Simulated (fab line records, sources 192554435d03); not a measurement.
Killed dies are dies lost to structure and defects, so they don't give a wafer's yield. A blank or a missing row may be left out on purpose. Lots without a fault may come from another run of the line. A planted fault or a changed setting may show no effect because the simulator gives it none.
fab line records | flow n5_finfet
record lots=7 wafers=18 last_day=18
route steps=1938 shown BEOL_M0@729 BEOL_M4@1111 PASSIVATION@1936
lots that met no fault: from a run of the same line without faults
start_h: hours from the record's first day to the start of the lot's first wafer shown | wait_h: hours since the lot's step before | " the same as in the row above | L1.1+2: a row that stands for several wafers | - no value, or no start given | * or withheld: withheld | < > ~ a bound
route shown NAME@n: a module of which the file shows steps, and the number in the route of the first | usual: mean/standard deviation of fault-free wafers | same: alike in all rows | chamber/n: place in a boat | sites: the reading at each site | _std_site: their standard deviation | _edge_site: outer sites' mean less inner sites' | radius_mm: how far each site lies from the wafer's centre | mask NAME#n: copy n | behind: the tool/chamber that last shaped the wafer | hold: why the lot was held/for how many hours/how that ended | device: the transistor (n, p or np) that didn't switch | end of line: the same wafers' tests at the end of the route | a step without rows: its recipe alone | killed: dies lost to structure and defects at the first sort, not the wafer's yield | map: a wafer's dies, x killed, . not, _ none there
set.NAME: the setting as run; set.NAME@STEP: as run at that earlier step | model.NAME: the simulator's own value behind a step, which no gauge read
lots at some steps of the route; a table a step, a row a wafer
services: from which hour (start_h, from the record's first day; less than 0 if before it) a tool's chamber was out of use, for how many hours, and why
## steps
# step N5_BEOL_M0_DEGAS_112
# recipe ambient=vacuum temp_c=250 time_s=60
# step N5_BEOL_M0_PRE_CLEAN_113
# recipe gas=H2/He time_s=30 temp_c=250
# step N5_BEOL_M0_ALD_136
# recipe material=TaN target_thk_a=* temp_c=275 ald_precursor_family=PDMAT ald_co_reactant=NH3 pressure_torr=3 carrier_flow_sccm=1500 pulse_time_s=2 purge_time_s=3 co_reactant_purge_time_s=2 co_reactant_pulse_time_s=3 ald_cycles=30 precursor_vessel_temp_c=75 precursor_vessel_pressure_torr=26.25 precursor_vessel_carrier_sccm=1000
# step N5_BEOL_M0_SURFACE_TREAT_137
# recipe gas=Ar time_s=* ion_energy_ev=* ion_current_ma_cm2=0.5 pressure_mtorr=* ar_flow_sccm=30
# usual ar_flow_sccm=30.00/0.09 throttle_valve_pct=*
# columns lot.wafer tool chamber start_h wait_h ar_flow_sccm throttle_valve_pct
L253.2 pvd_sputter-01 - 122.56 0.1 29.92 *
L253.3 " - " " 30.11 *
L253.4 " - " " 29.94 *
L258.2 pvd_sputter-02 - 151.04 0.1 29.87 *
L258.5 " - " " 30.03 *
L258.6 " - " " 29.89 *
L268.1 pvd_sputter-03 - 209.46 0.2 29.97 *
L268.4 " - " " 29.98 *
L268.5 " - " " 30.12 *
L270.1 pvd_sputter-03 - 223.99 0.3 30.05 *
L270.6 " - " " 29.95 *
L271.1 pvd_sputter-01 - 229.92 0.4 30.08 *
L271.3 " - " " 30.05 *
L271.5 " - " " 30.17 *
L272.3 pvd_sputter-01 - 233.65 0.2 30.09 *
L272.4 " - " " 29.96 *
L273.1 pvd_sputter-03 - 244.17 1.6 30.02 *
L273.4 " - " " 30.03 *
# step N5_BEOL_M0_CVD_115
# recipe material=Co target_thk_a=* temp_c=withheld precursor=CCTBA/H2 pressure_torr=30 time_s=120
# step N5_BEOL_M0_SPUTTER_116
# recipe material=Cu target_thk_a=40 temp_c=-20 chamber_pressure_pa=0.07 power_w=withheld time_s=7.37
# usual chamber_pressure_pa=0.07002/0.00015 throttle_valve_pct=30.2/0.7
# columns lot.wafer tool chamber start_h wait_h chamber_pressure_pa throttle_valve_pct
L253.2 pvd_sputter-02 - 122.75 0.1 0.07014 30.6
L253.3 " - " " 0.07004 31.7
L253.4 " - " " 0.07013 30.3
L258.2 pvd_sputter-02 - 151.26 0.1 0.06984 29.5
L258.5 " - " " 0.0699 30.8
L258.6 " - " " 0.06999 30.0
L268.1 pvd_sputter-03 - 211.46 1.8 0.06986 30.1
L268.4 " - " " 0.06989 30.3
L268.5 " - " " 0.07007 30.4
L270.1 pvd_sputter-03 - 224.31 0.2 0.07019 30.0
L270.6 " - " " 0.06996 29.8
L271.1 pvd_sputter-03 - 230.11 0.1 0.0702 30.4
L271.3 " - " " 0.06986 29.8
L271.5 " - " " 0.07009 29.3
L272.3 pvd_sputter-02 - 233.93 0.1 0.06991 30.6
L272.4 " - " " 0.06982 29.9
L273.1 pvd_sputter-03 - 244.37 0.1 0.06989 29.7
L273.4 " - " " 0.07028 30.6
# step N5_BEOL_M0_ANNEAL_117
# recipe temp_c=400 time_s=60 ambient=vacuum
# step N5_BEOL_M0_SPUTTER_132
# recipe material=Cu target_thk_a=40 temp_c=-20 chamber_pressure_pa=0.07 power_w=withheld time_s=7.37
# step N5_BEOL_M0_ANNEAL_133
# recipe temp_c=400 time_s=60 ambient=vacuum
# step N5_BEOL_M0_SPUTTER_134
# recipe material=Cu target_thk_a=40 temp_c=-20 chamber_pressure_pa=0.07 power_w=withheld time_s=7.37
# usual chamber_pressure_pa=0.07002/0.00013 throttle_valve_pct=30.2/0.71
# columns lot.wafer tool chamber start_h wait_h chamber_pressure_pa throttle_valve_pct
L253.2 pvd_sputter-02 - 122.99 0.0 0.06981 30.5
L253.3 " - " " 0.07006 31.9
L253.4 " - " " 0.06979 29.8
L258.2 pvd_sputter-02 - 151.50 0.0 0.06999 29.8
L258.5 " - " " 0.07003 30.5
L258.6 " - " " 0.07011 30.0
L268.1 pvd_sputter-03 - 211.70 0.0 0.06992 29.7
L268.4 " - " " 0.06988 30.3
L268.5 " - " " 0.0698 30.6
L270.1 pvd_sputter-03 - 224.55 0.0 0.07005 29.8
L270.6 " - " " 0.0703 30.1
L271.1 pvd_sputter-03 - 230.35 0.0 0.0702 30.2
L271.3 " - " " 0.07019 29.8
L271.5 " - " " 0.07005 29.3
L272.3 pvd_sputter-02 - 234.17 0.0 0.0698 30.7
L272.4 " - " " 0.07001 29.8
L273.1 pvd_sputter-03 - 244.61 0.0 0.07007 29.8
L273.4 " - " " 0.07005 30.4
# step N5_BEOL_M0_ANNEAL_135
# recipe temp_c=400 time_s=60 ambient=vacuum
# step N5_BEOL_M0_SPUTTER_141
# recipe material=Cu target_thk_a=40 temp_c=-20 chamber_pressure_pa=0.07 power_w=withheld time_s=7.37
# usual chamber_pressure_pa=0.07001/0.00014 throttle_valve_pct=30.2/0.68
# columns lot.wafer tool chamber start_h wait_h chamber_pressure_pa throttle_valve_pct
L253.2 pvd_sputter-02 - 123.11 0.0 0.06986 30.9
L253.3 " - " " 0.06987 31.4
L253.4 " - " " 0.07007 29.7
L258.2 pvd_sputter-02 - 151.62 0.0 0.06985 29.8
L258.5 " - " " 0.06991 30.6
L258.6 " - " " 0.07023 29.5
L268.1 pvd_sputter-03 - 211.82 0.0 0.07005 29.6
L268.4 " - " " 0.06984 30.1
L268.5 " - " " 0.07019 30.3
L270.1 pvd_sputter-03 - 224.67 0.0 0.07024 29.7
L270.6 " - " " 0.07008 29.8
L271.1 pvd_sputter-03 - 230.47 0.0 0.07024 30.2
L271.3 " - " " 0.07 29.6
L271.5 " - " " 0.07034 29.4
L272.3 pvd_sputter-02 - 234.29 0.0 0.07013 30.6
L272.4 " - " " 0.06985 29.9
L273.1 pvd_sputter-03 - 244.73 0.0 0.07026 30.0
L273.4 " - " " 0.0701 30.2
# step N5_BEOL_M0_ECD_118
# recipe material=Cu target_thk_a=3000
# columns lot.wafer tool chamber start_h wait_h model.Cu_of_BEOL_M0_ECD_118.thk_nm
L253.2 ecd_cu-02 1 123.22 0.1 301.2
L253.3 " 0 " " 302
L253.4 " 1 " " 301
L258.2 ecd_cu-01 1 151.74 0.1 300.8
L258.5 " 0 " " 298.4
L258.6 " 1 " " 300
L268.1 ecd_cu-01 1 211.93 0.1 149
L268.4 " 1 " " 148.6
L268.5 " 1 " " 295.6
L270.1 ecd_cu-01 1 224.79 0.1 153.2
L270.6 " 0 " " 300.8
L271.1 ecd_cu-02 1 230.59 0.1 302.6
L271.3 " 0 " " 301
L271.5 " 0 " " 300.6
L272.3 ecd_cu-01 1 234.42 0.1 303
L272.4 " 0 " " 154.6
L273.1 ecd_cu-02 0 244.85 0.1 302.8
L273.4 " 0 " " 305.8
# step N5_BEOL_M0_ANNEAL_119
# recipe temp_c=225 time_s=90 ambient=N2
# usual anneal_temp_c=224.98/0.17 wafer_temp_C_max=226.3/0.51
# columns lot.wafer tool chamber start_h wait_h anneal_temp_c wafer_temp_C_max
L253.2 rtp_anneal-02 0 123.35 0.1 224.90 226.3
L253.3 " 0 " " 225.15 226.5
L253.4 " 0 " " 224.72 226.5
L258.2 rtp_anneal-02 0 151.86 0.1 225.07 226.3
L258.5 " 0 " " 225.02 227.3
L258.6 " 0 " " 225.03 226.6
L268.1 rtp_anneal-01 0 212.01 0.1 224.79 225.6
L268.4 " 0 " " 224.99 225.7
L268.5 " 0 " " 225.08 225.7
L270.1 rtp_anneal-02 0 225.24 0.4 225.18 226.2
L270.6 " 0 " " 224.91 226.5
L271.1 rtp_anneal-02 0 231.34 0.7 224.86 226.2
L271.3 " 0 " " 224.92 226.1
L271.5 " 0 " " 224.76 226.4
L272.3 rtp_anneal-01 0 234.57 0.1 224.86 226.1
L272.4 " 0 " " 224.92 226.4
L273.1 rtp_anneal-01 0 245.01 0.1 225.13 225.9
L273.4 " 0 " " 224.95 225.9
# step N5_BEOL_M0_CMP_120
# recipe stop_on=SiOC t_overpolish_s=6.9 down_force_psi=1 platen_rpm=50 clearing_platen_down_force_psi=1.5 clearing_platen_rpm=50 post_cmp_clean=cu_alkaline clearing_platen_pad_velocity_m_s=0.99484 pad_velocity_m_s=0.99484
# usual motor_current_A=5.9/0.57 time_to_endpoint_s=61/4.1
# columns lot.wafer tool chamber start_h wait_h motor_current_A time_to_endpoint_s
L253.3 cmp-04 1 123.64 0.2 6.8 64
L253.2 " 2 " " 5.9 62
L253.4 " 3 " " 6.1 54
L258.2 cmp-02 1 152.22 0.3 5.7 62
L258.5 " 2 " " 4.7 67
L258.6 " 3 " " 5.9 61
L268.1 cmp-03 1 212.35 0.3 6.5 28
L268.4 " 2 " " 5.8 25
L268.5 " 1 " " 7.1 57
L270.1 cmp-04 2 225.92 0.6 6.1 31
L270.6 " 0 " " 6.3 63
L271.3 cmp-03 2 231.67 0.2 6.1 57
L271.1 " 3 " " 5.6 64
L271.5 " 1 " " 6.7 61
L272.4 cmp-04 2 234.82 0.2 5.8 32
L272.3 " 0 " " 6.6 64
L273.4 cmp-02 2 245.40 0.2 4.5 67
L273.1 " 3 " " 6.1 59
# step N5_BEOL_M4_RC_MEAS_101
# usual DIBL_N=36.5/2.2 DIBL_P=36.9/2.9 IOFF_N=0.17/0.044 IOFF_P=0.22/0.052 ION_N=671/16 ION_P=461/10 SS_N=71.6/0.73 SS_P=73.5/0.79 VT_N=250/4.1 VT_P=-250/4.1
# columns lot.wafer tool chamber start_h wait_h DIBL_N[mV/V] DIBL_P[mV/V] IOFF_N[nA/um] IOFF_P[nA/um] ION_N[uA/um] ION_P[uA/um] SS_N[mV/dec] SS_P[mV/dec] VT_N[mV] VT_P[mV]
L253.2 prober-01 0 178.79 0.2 33.2 33.3 0.11 0.14 671 456 70.3 72.2 254 -258
L253.3 " 0 " " 31.7 33.4 0.09 0.14 645 451 69.8 72.1 259 -257
L253.4 " 0 " " 34.6 33.1 0.12 0.13 650 444 71.3 72.3 257 -260
L258.2 prober-02 0 207.89 0.2 36.5 38.1 0.17 0.26 690 476 71.5 73.4 247 -246
L258.5 " 0 " " 34.6 35.5 0.15 0.23 673 476 71.9 72.8 249 -248
L258.6 " 0 " " 35.7 37.5 0.17 0.26 686 481 71.3 74.0 248 -248
L270.1 prober-02 0 290.62 0.0 34.7 34.4 0.14 0.19 666 459 71.3 72.9 250 -249
L270.6 " 0 " " 34.5 36.3 0.13 0.22 645 454 70.6 73.6 253 -249
L268.1 prober-01 0 291.19 0.3 37.5 39.0 0.21 0.25 686 475 72.1 73.5 248 -248
L268.4 " 0 " " 37.5 38.9 0.18 0.24 670 459 72.2 73.6 249 -251
L268.5 " 0 " " 35.6 36.9 0.16 0.21 665 455 71.7 73.2 249 -250
L271.1 prober-01 0 297.06 0.0 37.6 37.8 0.17 0.20 676 458 72.3 73.3 249 -253
L271.3 " 0 " " 37.8 39.2 0.18 0.23 687 466 72.4 73.8 248 -250
L271.5 " 0 " " 37.9 39.6 0.18 0.24 679 473 71.4 74.0 246 -248
L272.3 prober-02 0 297.16 0.3 37.6 38.7 0.19 0.23 680 464 71.8 73.1 246 -248
L272.4 " 0 " " 39.2 41.0 0.22 0.26 667 454 71.8 74.0 247 -247
L273.1 prober-02 0 315.57 0.0 37.2 37.1 0.19 0.28 680 470 71.5 74.5 248 -243
L273.4 " 0 " " 37.0 37.2 0.19 0.28 690 481 71.4 74.3 248 -241
# step N5_PASSIVATION_PROBE_49
# usual defect_limited_yield=91.3/1.4 killed_at_M0_to_M3=36/10 killed_at_M4_up=13/5.4 killed_at_contacts=12/5.3 killed_at_front_end=39/10 killed_at_other=3.2/2.7 killed_dies=103/16 killed_open=68/13 killed_short=33/6.6 sort_bin_5_function=5.1/0.92 sort_bin_6_memory=3.3/0.68 sort_bin_8_speed=0.1/0.41 sort_n_pass=1077/17 sort_yield_pct=91.2/1.4
# same gross_dies=1180 killed_at_back_side=0 sort_bin_4_leakage[%]=0
# columns lot.wafer tool chamber start_h wait_h defect_limited_yield[%] killed_at_M0_to_M3 killed_at_M4_up killed_at_contacts killed_at_front_end killed_at_other killed_dies killed_open killed_short sort_bin_5_function[%] sort_bin_6_memory[%] sort_bin_8_speed[%] sort_n_pass sort_yield_pct[%]
L272.4 prober-02 - 412.29 0.2 89.6 38 4 22 56 3 123 72 36 5.5 3.6 0 1057 89.6
# killed by level:class
L272.4 MOL_CONTACT_COAG:geometric_particle:open=19 BEOL_M0_SAQP:geometric_particle:short=13 HKMG_FIN:area_etch=13 DUMMY_GATE:geometric_particle:open=11 FIN_SAQP:geometric_particle:open=8 STI_FIN_REVEAL:geometric_particle:open=7 BEOL_M0_SAQP:geometric_particle:open=6 BEOL_M3:geometric_particle:open=6
## services
# columns tool chamber start_h hours kind
ecd_cu-01 - 98.98 4.2 repair
cmp-02 - 103.92 0.5 repair
pvd_sputter-02 - 146.23 1.1 repair
cmp-03 - 151.95 0.4 repair
cmp-02 - 157.98 0.8 repair
cmp-03 - 194.07 0.9 repair
cmp-04 - 214.50 2.1 repair
cmp-02 - 239.43 4.0 pm
cmp-03 - 240.10 2.5 repair
cmp-04 - 242.86 4.0 pm
cmp-02 - 243.43 - consumable_replace:conditioner
cmp-02 - 243.43 - consumable_replace:pad
## key
first_sign step=N5_BEOL_M0_CMP_120 reading=time_to_endpoint_s direction=down sigmas=7.9 usual=* struck=*
effect none on later readings
model_effect step=N5_BEOL_M0_ECD_118 value=Cu_of_BEOL_M0_ECD_118.thk_nm without=298.5 struck=151.4
met_at N5_BEOL_M0_ECD_118
struck_wafers L268.1,L268.4,L270.1,L272.4
baseline_loss step=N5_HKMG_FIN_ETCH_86 wafers=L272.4
onset_between 151.74 211.93
fault kind=process_parameter_drift tool=ecd_cu-01 chamber=- onset_h=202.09 steps=N5_BEOL_M0_ECD_118 channel=target_thk_a offset=* shape=step end_h=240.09 scope=struck_wafers_only acts_in=* stated=*
# baseline_loss: these wafers lose ten dies or more at that step, a loss of the line's own and not of a fault; the sort's usual values leave them out
